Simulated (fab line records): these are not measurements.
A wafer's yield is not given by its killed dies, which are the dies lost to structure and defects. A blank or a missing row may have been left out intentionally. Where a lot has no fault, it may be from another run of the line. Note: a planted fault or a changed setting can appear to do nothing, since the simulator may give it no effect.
Matching of chambers ; flow n5Finfet ; N5_BEOL_M13_DESCUM_33 on rieDiel-01: 4 sister chambers
The step chemistry O2, time 7.9 s. 4 wafers are shown with their chamber, then 9 later ones without.

## WAFERS WITH THEIR CHAMBER
wafer;chamber;drypumpMotorCurrentA (A)
L086.6;2;5.1
L089.1;1;6.3
L089.2;0;6.1
L089.6;3;6.0

## WAFERS WITHOUT THEIR CHAMBER
wafer;drypumpMotorCurrentA (A)
L092.1;6.3
L092.2;6.1
L092.5;5.1
L093.1;5.1
L093.2;6.0
L093.5;6.4
L096.2;6.3
L096.5;6.0
L096.6;6.1

## WHICH CHAMBER EACH WENT THROUGH
wafer;from the rows above;in truth
L092.1;1;1
L092.2;0;0
L092.5;2;2
L093.1;2;2
L093.2;3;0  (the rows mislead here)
L093.5;1;1
L096.2;1;1
L096.5;3;3
L096.6;0;0
Placed correctly: 8 of 9. Not placeable from these rows: 0. Number placed wrongly: 1.
How it was worked out, from the rows above alone: a wafer's distance from a chamber is the root of the sum, over the readings, of the square of ((its reading less the chamber's mean) divided by the reading's scatter). The wafer belongs to the nearest chamber; if the next one is less than 2 further off, it can't be placed. A chamber's mean is the mean of its shown wafers. The scatter (one wafer shown for each chamber): square how far every hidden wafer sits from the nearest shown wafer, average those squares and take the square root.
